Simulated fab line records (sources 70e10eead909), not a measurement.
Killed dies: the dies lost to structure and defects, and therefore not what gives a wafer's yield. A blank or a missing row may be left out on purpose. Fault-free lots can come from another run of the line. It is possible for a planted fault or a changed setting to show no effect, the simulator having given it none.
fab line records | flow nandHarc
[record] lots = 13 | wafers = 38 | lastDay = 33
route steps=1302 shown A_SLIT@924 A_WL_FILL@954 END@1302
lots that met no fault: from a run of the same line without faults
startH: the number of hours between the record's first day and the start of the first shown wafer of the lot | waitH: hours since the lot's step before | " as in the row above | L1.1+2: one row covering several wafers at once | - either no value or no given start | * or withheld: withheld | < > ~ a bound
route shown NAME@n: NAME is a module with steps in the file, n the number in the route of the first one | usual: the fault-free wafers' mean and standard deviation | same: alike in all rows | chamber/n: place in a boat | sites: per-site readings | _std_site: how widely they spread, as a standard deviation | _edge_site: outer sites' mean less inner sites' | radiusMm: how far each site lies from the wafer's centre | mask NAME#n: copy n | behind: the last tool/chamber to shape the wafer | hold: the reason the lot was held/the length of the hold in hours/how it ended | device: whichever transistor did not switch (one of n, p or np) | end of line: at the end of the route, the tests of the same wafers | a step given without rows: its recipe and nothing more | killed: dies lost to structure and defects at the first sort, not the wafer's yield | map: a wafer's dies, x killed, . not, _ none there
set.NAME: the setting that was run; set.NAME@STEP: the one run at that earlier step | model.NAME: the simulator's own value behind a step, which no gauge read
the route's steps for a sample of lots (tables are steps, rows are wafers)
services: from which hour (startH, from the record's first day; less than 0 if before it) a tool's chamber was out of use, for how many hours, and why
[[steps]]
[step NHARC_A_SLIT_DEP_23]
[recipe] targetThkA = 1000 | targetThkNm = 100 | tempC = 400 | pressureTorr = 3.5 | flowSccm = 200 | rfW = 350 | material = SiON
[usual] heaterPowerW = 763/120
lot.wafer | tool     | chamber | startH | waitH | heaterPowerW
L172.2    | pecvd-01 | 0       | 456.91 | 2.5   | 561
L172.3    | "        | 1       | "      | "     | 998
L172.4    | "        | 1       | "      | "     | 1029
L173.1    | pecvd-01 | 1       | 457.39 | 3.2   | 844
L173.2    | "        | 2       | "      | "     | 684
L173.5    | "        | 0       | "      | "     | 555
L176.4    | pecvd-03 | 1       | 516.63 | 1.4   | 805
L176.6    | "        | 2       | "      | "     | 720
L176.5    | "        | 1       | "      | "     | 852
L179.2    | pecvd-03 | 0       | 523.54 | 2.5   | 698
L179.1    | "        | 1       | "      | "     | 878
L179.5    | "        | 1       | "      | "     | 857
L180.3    | pecvd-04 | 1       | 535.15 | 1.9   | 673
L180.2    | "        | 2       | "      | "     | 783
L180.4    | "        | 0       | "      | "     | 700
L184.5    | pecvd-03 | 2       | 571.76 | 0.8   | 837
L184.6    | "        | 1       | "      | "     | 837
L186.2    | pecvd-04 | 2       | 605.96 | 2.6   | 712
L186.3    | "        | 0       | "      | "     | 795
L186.5    | "        | 1       | "      | "     | 670
L187.2    | pecvd-03 | 0       | 607.61 | 2.5   | 725
L187.4    | "        | 2       | "      | "     | 803
L187.5    | "        | 1       | "      | "     | 694
L189.3    | pecvd-01 | 1       | 619.40 | 1.9   | 1025
L189.1    | "        | 0       | "      | "     | 598
L189.5    | "        | 2       | "      | "     | 631
L188.1    | pecvd-03 | 0       | 621.06 | 3.2   | 650
L188.5    | "        | 1       | "      | "     | 849
L188.4    | "        | 2       | "      | "     | 715
L190.3    | pecvd-03 | 2       | 631.16 | 1.9   | 824
L190.1    | "        | 0       | "      | "     | 676
L190.5    | "        | 2       | "      | "     | 825
L194.1    | pecvd-03 | 0       | 652.08 | 3.1   | 655
L194.3    | "        | 1       | "      | "     | 842
L194.6    | "        | 0       | "      | "     | 667
L193.4    | pecvd-03 | 1       | 657.12 | 1.4   | 821
L193.5    | "        | 2       | "      | "     | 821
L193.6    | "        | 0       | "      | "     | 603
[step NHARC_A_SLIT_ETCH_26]
[recipe] biasV = 400 | sourceW = 2000 | pressureMtorr = 25 | timeS = 90 | arFlowSccm = 375 | c4f8FlowSccm = 41.7 | o2FlowSccm = 83.3 | targetDepthA = 4000 | chemistry = C4F8/O2/Ar
[usual] drypumpMotorCurrentA = 6.0/0.33 | showerheadPlenumPTorr = 3.61/0.061 | throttleValvePct = 27.620/0.0094
[same] timeS = 90
lot.wafer | tool       | chamber | startH | waitH | drypumpMotorCurrentA | rfHoursCounterH | showerheadPlenumPTorr | throttleValvePct
L172.2    | harEtch-02 | 0       | 462.53 | 3.0   | 6.7                  | 38              | 3.72                  | 27.624
L172.4    | "          | 0       | "      | "     | 6.6                  | -               | 3.72                  | 27.617
L172.3    | "          | 1       | "      | "     | 5.8                  | -               | 3.64                  | 27.639
L173.1    | harEtch-01 | 0       | 463.05 | 3.0   | 5.7                  | 252             | 3.68                  | 27.631
L173.2    | "          | 1       | "      | "     | 6.1                  | 252             | 3.57                  | 27.601
L173.5    | "          | 1       | "      | "     | 6.1                  | -               | 3.57                  | 27.611
L176.4    | harEtch-02 | 1       | 522.49 | 1.3   | 5.8                  | -               | 3.62                  | 27.618
L176.5    | "          | 0       | "      | "     | 6.6                  | -               | 3.70                  | 27.618
L176.6    | "          | 1       | "      | "     | 5.8                  | -               | 3.62                  | 27.626
L179.1    | harEtch-02 | 1       | 529.28 | 3.0   | 5.8                  | 76              | 3.62                  | 27.616
L179.2    | "          | 0       | "      | "     | 6.6                  | 76              | 3.70                  | 27.618
L179.5    | "          | 1       | "      | "     | 5.8                  | -               | 3.62                  | 27.622
L180.2    | harEtch-02 | 1       | 541.48 | 2.5   | 5.8                  | 87              | 3.61                  | 27.616
L180.4    | "          | 0       | "      | "     | 6.7                  | -               | 3.69                  | 27.624
L180.3    | "          | 1       | "      | "     | 5.8                  | -               | 3.61                  | 27.617
L184.5    | harEtch-01 | 0       | 579.13 | 0.7   | 5.7                  | -               | 3.65                  | 27.599
L184.6    | "          | 1       | "      | "     | 6.1                  | -               | 3.53                  | 27.629
L186.2    | harEtch-01 | 0       | 611.71 | 2.5   | 5.7                  | 332             | 3.64                  | 27.599
L186.3    | "          | 1       | "      | "     | 6.2                  | -               | 3.53                  | 27.617
L186.5    | "          | 0       | "      | "     | 5.8                  | -               | 3.64                  | 27.629
L187.2    | harEtch-02 | 1       | 613.33 | 2.4   | 5.8                  | 122             | 3.59                  | 27.614
L187.4    | "          | 1       | "      | "     | 5.8                  | -               | 3.59                  | 27.609
L187.5    | "          | 1       | "      | "     | 5.8                  | -               | 3.59                  | 27.619
L189.1    | harEtch-02 | 1       | 625.96 | 2.4   | 5.8                  | 130             | 3.59                  | 27.627
L189.3    | "          | 0       | "      | "     | 6.6                  | -               | 3.67                  | 27.608
L189.5    | "          | 1       | "      | "     | 5.8                  | -               | 3.59                  | 27.625
L188.1    | harEtch-01 | 1       | 627.18 | 2.5   | 6.1                  | 344             | 3.52                  | 27.610
L188.4    | "          | 1       | "      | "     | 6.1                  | -               | 3.52                  | 27.617
L188.5    | "          | 0       | "      | "     | 5.8                  | -               | 3.63                  | 27.625
L190.1    | harEtch-01 | 0       | 636.94 | 3.0   | 5.8                  | 351             | 3.63                  | 27.629
L190.3    | "          | 0       | "      | "     | 5.7                  | -               | 3.63                  | 27.610
L190.5    | "          | 1       | "      | "     | 6.2                  | -               | 3.52                  | 27.623
L194.1    | harEtch-01 | 0       | 657.86 | 2.4   | 5.7                  | 363             | 3.62                  | 27.630
L194.3    | "          | 1       | "      | "     | 6.1                  | -               | 3.51                  | 27.627
L194.6    | "          | 1       | "      | "     | 6.1                  | -               | 3.51                  | 27.638
L193.4    | harEtch-01 | 0       | 662.82 | 1.3   | 5.8                  | -               | 3.62                  | 27.632
L193.6    | "          | 1       | "      | "     | 6.1                  | -               | 3.51                  | 27.606
L193.5    | "          | 0       | "      | "     | 5.8                  | -               | 3.62                  | 27.609
[step NHARC_A_WL_FILL_ALD_02]
[recipe] targetThkA = 20 | pulseTimeS = 3 | aldCycles = 100 | tempC = 450 | material = TiN
[usual] aldCycles = 100/0 | heaterPowerW = 1098/120 | precursorPulseHeightRel = 0.997/0.02
[same] pulseTimeS = 3
lot.wafer | tool        | chamber | startH | waitH | aldCycles | heaterPowerW | precursorPulseHeightRel
L173.2    | aldMetal-03 | 2       | 471.30 | 0.2   | 100       | 939          | 0.988
L173.1    | "           | 0       | "      | "     | 100       | 1037         | 0.996
L173.5    | "           | 2       | "      | "     | 100       | 899          | 0.994
L172.4    | aldMetal-04 | 0       | 471.41 | 0.1   | 100       | 1296         | 0.987
L172.3    | "           | 1       | "      | "     | 100       | 1219         | 0.996
L172.2    | "           | 3       | "      | "     | 100       | 924          | 1.004
L176.4    | aldMetal-03 | 3       | 531.17 | 0.2   | 100       | 1096         | 0.963
L176.6    | "           | 0       | "      | "     | 100       | 1068         | 0.985
L176.5    | "           | 1       | "      | "     | 100       | 1050         | 1.006
L179.2    | aldMetal-03 | 3       | 537.76 | 0.2   | 100       | 1086         | 0.991
L179.1    | "           | 0       | "      | "     | 100       | 1075         | 0.979
L179.5    | "           | 3       | "      | "     | 100       | 1121         | 0.968
L180.4    | aldMetal-04 | 1       | 550.34 | 0.1   | 100       | 1231         | 0.987
L180.3    | "           | 2       | "      | "     | 100       | 1166         | 0.964
L180.2    | "           | 0       | "      | "     | 100       | 1279         | 1.001
L184.6    | aldMetal-04 | 3       | 587.79 | 0.2   | 100       | 941          | 1.018
L184.5    | "           | 0       | "      | "     | 42        | 1294         | 1.006
L186.3    | aldMetal-02 | 3       | 620.33 | 0.2   | 100       | 938          | 1.007
L186.2    | "           | 0       | "      | "     | 100       | 1108         | 0.986
L186.5    | "           | 3       | "      | "     | 100       | 942          | 1.023
L187.2    | aldMetal-04 | 2       | 621.76 | 0.2   | 42        | 1190         | 1.003
L187.4    | "           | 1       | "      | "     | 100       | 1219         | 1.023
L187.5    | "           | 3       | "      | "     | 42        | 947          | 0.999
L188.4    | aldMetal-04 | 3       | 634.55 | 0.1   | 100       | 910          | 0.994
L188.1    | "           | 2       | "      | "     | 100       | 1188         | 0.999
L188.5    | "           | 0       | "      | "     | 42        | 1280         | 0.958
L189.1    | aldMetal-03 | 0       | 634.67 | 0.2   | 100       | 1012         | 0.973
L189.3    | "           | 2       | "      | "     | 100       | 922          | 1.015
L189.5    | "           | 0       | "      | "     | 100       | 1045         | 0.963
L190.1    | aldMetal-03 | 1       | 645.54 | 0.2   | 100       | 1089         | 1.036
L190.3    | "           | 2       | "      | "     | 100       | 905          | 0.976
L190.5    | "           | 0       | "      | "     | 100       | 1044         | 1.019
L194.1    | aldMetal-03 | 1       | 666.47 | 0.2   | 100       | 1109         | 1.007
L194.3    | "           | 3       | "      | "     | 100       | 1148         | 0.981
L194.6    | "           | 3       | "      | "     | 100       | 1214         | 0.990
L193.4    | aldMetal-02 | 0       | 671.81 | 0.1   | 100       | 1083         | 1.007
L193.5    | "           | 3       | "      | "     | 100       | 956          | 0.992
L193.6    | "           | 0       | "      | "     | 100       | 1135         | 1.025
[step NHARC_A_WL_FILL_ALD_10]
[recipe] targetThkA = 500 | pulseTimeS = 10 | aldCycles = 500 | tempC = 300 | material = SiO2
[usual] aldCycles = 500/0 | heaterPowerW = 485/53 | precursorPulseHeightRel = 1.001/0.02
[same] pulseTimeS = 10
lot.wafer | tool     | chamber | startH | waitH | aldCycles | heaterPowerW | precursorPulseHeightRel
L172.2    | aldHk-04 | 0       | 480.69 | 0.1   | 500       | 535          | 0.948
L172.4    | "        | 1       | "      | "     | 500       | 527          | 1.028
L172.3    | "        | 3       | 482.25 | 1.6   | 500       | 411          | 0.993
L173.1    | aldHk-02 | 0       | 481.70 | 1.1   | 500       | 453          | 0.987
L173.2    | "        | 1       | "      | "     | 500       | 431          | 0.969
L173.5    | "        | 3       | 483.25 | 2.6   | 500       | 442          | 1.005
L176.4    | aldHk-04 | 1       | 538.87 | 1.1   | 500       | 526          | 0.999
L176.6    | "        | 3       | 539.88 | 2.1   | 500       | 417          | 0.987
L176.5    | "        | 0       | "      | "     | 500       | 538          | 0.993
L179.2    | aldHk-02 | 1       | 544.35 | 0.1   | 500       | 428          | 1.026
L179.1    | "        | 0       | 545.89 | 1.6   | 500       | 460          | 0.991
L179.5    | "        | 2       | 546.91 | 2.6   | 500       | 505          | 0.987
L180.2    | aldHk-01 | 1       | 556.62 | 0.1   | 500       | 555          | 0.983
L180.3    | "        | 3       | 557.64 | 1.1   | 500       | 474          | 1.037
L180.4    | "        | 0       | "      | "     | 500       | 463          | 0.998
L184.6    | aldHk-02 | 2       | 593.93 | 2.1   | 500       | 512          | 0.959
L184.5    | "        | 3       | "      | "     | 500       | 466          | 1.043
L187.2    | aldHk-01 | 0       | 627.03 | 0.1   | 500       | 460          | 0.987
L187.4    | "        | 1       | "      | "     | 500       | 562          | 1.006
L187.5    | "        | 1       | 629.58 | 2.6   | 500       | 558          | 1.004
L186.3    | aldHk-04 | 0       | 627.54 | 0.6   | 500       | 509          | 0.997
L186.2    | "        | 2       | 628.57 | 1.6   | 500       | 507          | 1.020
L186.5    | "        | 0       | 629.60 | 2.6   | 500       | 511          | 1.001
L189.1    | aldHk-04 | 0       | 641.95 | 0.1   | 500       | 527          | 0.998
L189.3    | "        | 1       | "      | "     | 500       | 536          | 1.032
L189.5    | "        | 1       | 644.54 | 2.6   | 500       | 545          | 1.008
L188.4    | aldHk-01 | 3       | 641.95 | 0.1   | 500       | 481          | 1.017
L188.1    | "        | 1       | 642.98 | 1.1   | 500       | 557          | 1.014
L188.5    | "        | 3       | 644.01 | 2.1   | 500       | 478          | 0.985
L190.1    | aldHk-02 | 3       | 652.12 | 0.1   | 500       | 454          | 0.995
L190.3    | "        | 0       | "      | "     | 500       | 457          | 0.985
L190.5    | "        | 0       | 654.70 | 2.6   | 500       | 458          | 1.003
L194.3    | aldHk-04 | 1       | 676.07 | 0.6   | 500       | 545          | 1.013
L194.1    | "        | 2       | "      | "     | 500       | 502          | 1.020
L194.6    | "        | 0       | 677.61 | 2.1   | 500       | 523          | 0.971
L193.4    | aldHk-02 | 0       | 680.06 | 4.5   | 500       | 467          | 1.004
L193.5    | "        | 1       | "      | "     | 500       | 435          | 0.952
L193.6    | "        | 2       | "      | "     | 500       | 527          | 0.997
[step NHARC_END_SORT_01]
[recipe] tempC = 25
[usual] killedAtArray = 53/18 | killedAtOther = 1.0/1.2 | killedAtPeriphery = 3.6/2.4 | killedDies = 58/18 | killedOpen = 3.4/1.8 | killedShort = 2.3/1.5
[same] grossDies = 677
lot.wafer | tool      | chamber | startH | waitH | killedAtArray | killedAtOther | killedAtPeriphery | killedDies | killedOpen | killedShort
L184.5    | prober-01 | 0       | 684.91 | 3.7   | 676           | 0             | 1                 | 677        | 1          | 4
L184.6    | prober-01 | 0       | 685.71 | 4.0   | 40            | 0             | 1                 | 41         | 2          | 2
L187.2    | prober-02 | 0       | 717.73 | 2.8   | 664           | 0             | 13                | 677        | 2          | 2
L187.4    | prober-02 | 0       | 719.33 | 3.4   | 52            | 0             | 10                | 62         | 3          | 4
L187.5    | prober-02 | 0       | 720.13 | 3.7   | 667           | 1             | 9                 | 677        | 3          | 8
L188.1    | prober-01 | 0       | 732.92 | 2.5   | 41            | 2             | 1                 | 44         | 3          | 0
L188.4    | prober-01 | 0       | 735.38 | 3.5   | 36            | 2             | 4                 | 42         | 4          | 2
L188.5    | prober-01 | 0       | 736.20 | 3.8   | 673           | 1             | 3                 | 677        | 5          | 4
// killed by level:class
L184.5 A_WL_FILL:areaAld=632 A_SLIT:chamberFilmFlake=26 A_CHANNEL_HOLE_D1:chamberFilmFlake=8 A_CONTACT:chamberFilmFlake=5 A_ONON_D1:geometricParticle:short=2 P_M0:geometricParticle:short=1 A_SOURCE_PLATE:geometricParticle:short=1 A_M0:geometricParticle:open=1
L184.6 A_SLIT:chamberFilmFlake=23 A_CHANNEL_HOLE_D1:chamberFilmFlake=8 A_WL_FILL:geometricParticle:open=2 A_CONTACT:chamberFilmFlake=2 P_GATE:geometricParticle:short=1 A_DECK1_JOINT:geometricParticle:short=1 A_ZERO_WELL:chamberFilmFlake=1 A_STAIRCASE:chamberFilmFlake=1
L187.2 A_WL_FILL:areaAld=591 A_CHANNEL_HOLE_D1:chamberFilmFlake=35 A_CHANNEL_HOLE_D2:chamberFilmFlake=14 P_CONTACT:chamberFilmFlake=12 A_SLIT:chamberFilmFlake=8 A_BONDPAD:chamberFilmFlake=6 A_DECK1_JOINT:chamberFilmFlake=3 A_CHANNEL_FILL_D1:geometricParticle:short=1
L187.4 A_CHANNEL_HOLE_D1:chamberFilmFlake=20 A_CHANNEL_HOLE_D2:chamberFilmFlake=14 P_CONTACT:chamberFilmFlake=5 A_SLIT:chamberFilmFlake=4 P_GATE:chamberFilmFlake=3 A_CONTACT:chamberFilmFlake=3 A_M0:chamberFilmFlake=3 A_BONDPAD:chamberFilmFlake=2
L187.5 A_WL_FILL:areaAld=592 A_CHANNEL_HOLE_D1:chamberFilmFlake=31 A_CHANNEL_HOLE_D2:chamberFilmFlake=21 A_SLIT:chamberFilmFlake=8 A_WL_FILL:geometricParticle:short=4 A_BONDPAD:chamberFilmFlake=4 P_GATE:chamberFilmFlake=3 P_CONTACT:chamberFilmFlake=3
L188.1 A_SLIT:chamberFilmFlake=24 A_CHANNEL_HOLE_D1:chamberFilmFlake=5 A_CHANNEL_FILL_D2:chamberFilmFlake=4 A_STAIRCASE:chamberFilmFlake=3 THIN_TSV:chamberFilmFlake=2 A_CHANNEL_FILL_D1:geometricParticle:open=1 A_ONON_D2:geometricParticle:open=1 A_CHANNEL_FILL_D2:geometricParticle:open=1
L188.4 A_SLIT:chamberFilmFlake=15 A_CHANNEL_HOLE_D1:chamberFilmFlake=5 A_CONTACT:chamberFilmFlake=5 A_STAIRCASE:chamberFilmFlake=4 A_DECK1_JOINT:chamberFilmFlake=3 P_M0:geometricParticle:open=2 THIN_TSV:chamberFilmFlake=2 P_STI:geometricParticle:open=1
L188.5 A_WL_FILL:areaAld=633 A_SLIT:chamberFilmFlake=19 A_CHANNEL_HOLE_D1:chamberFilmFlake=6 A_CHANNEL_FILL_D2:geometricParticle:short=2 A_CHANNEL_FILL_D1:chamberFilmFlake=2 A_CHANNEL_FILL_D2:chamberFilmFlake=2 A_CONTACT:chamberFilmFlake=2 P_M0:geometricParticle:open=1
[[services]]
tool        | chamber | startH | hours | kind
aldHk-04    | -       | 437.33 | 10.0  | pm
pecvd-04    | -       | 450.00 | 13.0  | pm
aldMetal-02 | -       | 450.32 | 0.8   | repair
aldMetal-04 | -       | 474.00 | 10.0  | pm
aldMetal-03 | 2       | 474.81 | 4.8   | repair
aldHk-01    | -       | 475.13 | 10.0  | pm
aldMetal-03 | 0       | 476.99 | 13.8  | repair
pecvd-03    | -       | 479.78 | 0.7   | repair
pecvd-04    | 2       | 488.03 | 5.4   | repair
pecvd-01    | -       | 492.00 | 13.0  | pm
pecvd-03    | 0       | 498.29 | 20.0  | repair
aldHk-02    | -       | 522.71 | 5.6   | repair
aldHk-02    | -       | 529.03 | 10.0  | pm
pecvd-03    | -       | 548.44 | 13.0  | pm
aldMetal-03 | -       | 568.00 | 10.0  | pm
harEtch-01  | -       | 585.11 | 0.6   | repair
pecvd-04    | 0       | 592.27 | 8.6   | repair
aldMetal-03 | -       | 600.19 | 0.6   | repair
aldHk-04    | -       | 615.33 | 10.0  | pm
pecvd-01    | 2       | 640.94 | 8.0   | repair
aldMetal-04 | -       | 652.00 | 10.0  | pm
aldHk-01    | -       | 653.13 | 10.0  | pm
aldMetal-03 | 2       | 658.26 | 26.7  | repair
pecvd-01    | -       | 673.00 | 13.0  | pm
[[key]]
[firstSign] step = NHARC_A_WL_FILL_ALD_02 | reading = aldCycles | direction = down | sigmas = 99+ | usual = 100 | struck = 42
[effect] step = NHARC_END_SORT_01 | reading = killedAtArray | direction = up | sigmas = 35 | usual = 53 | struck = 670
[moreKillsBornAt] NHARC_A_WL_FILL_ALD_02@aldMetal-04 = 2448
metAt NHARC_A_WL_FILL_ALD_02
struckLots L184,L187,L188
struckWafers L184.5,L187.2,L187.5,L188.5
laterRowsLeftOut L184.5,L187.2,L187.5,L188.5
testerLeftOut L184,L187,L188
notActingAt NHARC_A_SLIT_DEP_23,NHARC_A_SLIT_ETCH_26,NHARC_A_WL_FILL_ALD_10
onsetBetween 550.34 587.79
[fault] kind = processParameterDrift | tool = aldMetal-04 | chamber = - | onsetH = 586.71 | steps = NHARC_A_WL_FILL_ALD_02 | channel = aldCycles | offset = -58 | shape = step | endH = 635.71 | scope = struckWafersOnly | actsIn = theseRecipesOnly | stated = 100
// testerLeftOut: of these lots the tester's yield and bins aren't shown, on N5 and GAA mostly nor the transistor test; their killed dies are dies lost to structure and defects alone, not to doping, threshold or leakage, so they don't give the yield
// laterRowsLeftOut: the simulator's readings of these wafers behind a module that went badly wrong aren't trusted and aren't shown, but for the sort
